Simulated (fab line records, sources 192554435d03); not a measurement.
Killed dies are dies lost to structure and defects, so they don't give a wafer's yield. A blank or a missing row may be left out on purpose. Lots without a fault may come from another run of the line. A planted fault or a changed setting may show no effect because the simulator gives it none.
A struck lot beside a sound one | flow n5_finfet | 16 steps out of a route of 1938
Sound: wafers L501.4, L501.5, L501.6. Struck: wafers L512.2, L512.5, L512.6. The cause comes at the end.
At each step with rows: each side's tool, then ch and its chambers, then its first start. Under that, the readings that differ: sound wafers | struck wafers | difference of the means | sigmas: that difference in standard deviations of wafers without a fault.
alike: readings whose means differ by less than 2 such deviations, and words and numbers that are the same on both sides. not compared: withheld readings, readings that some wafer has no value for, bounds like >300 that may hide the same value, and numbers for which the record gives no deviation and whose values overlap.
The two part at a step that has a row with sigmas, a row that says differs or no value, or rows on one side only. Numbers that don't overlap but have no deviation are shown without sigmas and don't part them. A reading that every wafer of one side lacks parts them only if that side has two wafers or more.

first, 1 step without rows for these wafers: N5_BEOL_M2_SRD_43 (time 30 s).
N5_BEOL_M2_CD_MEAS_35: target cd 18 nm, target cd y 22.2 nm.
  sound on cd_sem-03, day 7 22:14; struck on cd_sem-01, day 10 14:01
  alike: cd_nm
N5_BEOL_M2_DEGAS_44: time 60 s.
  sound on pvd_sputter-01, day 7 22:26; struck on pvd_sputter-03, day 10 14:06
  alike: heater_power_w
then, 1 step without rows for these wafers: N5_BEOL_M2_PRE_CLEAN_45 (time 30 s).
N5_BEOL_M2_ALD_84: deposits TaN, pulse time 2 s, purge time 3 s, co reactant purge time 2 s.
  sound on ald_metal-01 ch 0,3, day 7 22:31; struck on ald_metal-01 ch 1,2,3, day 10 14:14
  alike: heater_power_w
N5_BEOL_M2_SURFACE_TREAT_85:
  sound on pvd_sputter-01, day 7 22:50; struck on pvd_sputter-03, day 10 14:28
  not compared: throttle_valve_pct
then, 2 steps without rows for these wafers: N5_BEOL_M2_CVD_47 (deposits Co from CCTBA/H2, target thk 3 nm, time 223.8 s); N5_BEOL_M2_SPUTTER_48 (material Cu, target thk 4.5 nm, time 8.29 s).
N5_BEOL_M2_ANNEAL_49: time 240 s.
  sound on pvd_sputter-03, day 7 23:31; struck on pvd_sputter-01, day 10 15:18
  alike: heater_power_w, susceptor_temp_C
N5_BEOL_M2_SPUTTER_79: material Cu, target thk 4.5 nm, time 8.29 s.
  sound on pvd_sputter-03, day 7 23:40; struck on pvd_sputter-01, day 10 15:26
  alike: chamber_pressure_pa, chuck_gas_flow_sccm, throttle_valve_pct
then, 2 steps without rows for these wafers: N5_BEOL_M2_ANNEAL_80 (time 240 s); N5_BEOL_M2_SPUTTER_81 (material Cu, target thk 4.5 nm, time 8.29 s).
N5_BEOL_M2_ANNEAL_82: time 240 s.
  sound on pvd_sputter-03, day 7 23:58; struck on pvd_sputter-01, day 10 15:44
  no value came back on the struck wafers for heater_power_w (W), susceptor_temp_C (C); on the sound wafers heater_power_w (W) reads 852 773 866
then, 1 step without rows for these wafers: N5_BEOL_M2_SPUTTER_86 (material Cu, target thk 4.5 nm, time 8.29 s).
N5_BEOL_M4_RC_MEAS_101:
  sound on prober-01 ch 0, day 8 21:28; struck on prober-02 ch 0, day 11 20:04
  reading   | sound                | struck               | difference | sigmas
  VT_P (mV) | -254.5 -252.7 -250.6 | -248.2 -249.8 -244.9 | +5.0       | +2
  alike: DIBL_N, DIBL_P, IOFF_N, IOFF_P, ION_N, ION_P, SS_N, SS_P, VT_N
N5_PASSIVATION_PROBE_49:
  the record has rows for the sound wafers here (prober-01, day 12 19:43) and none for the struck ones

WHERE THEY PART
First at N5_BEOL_M2_ANNEAL_82; last, within this record, at N5_PASSIVATION_PROBE_49.

WHY: what the simulator had put in
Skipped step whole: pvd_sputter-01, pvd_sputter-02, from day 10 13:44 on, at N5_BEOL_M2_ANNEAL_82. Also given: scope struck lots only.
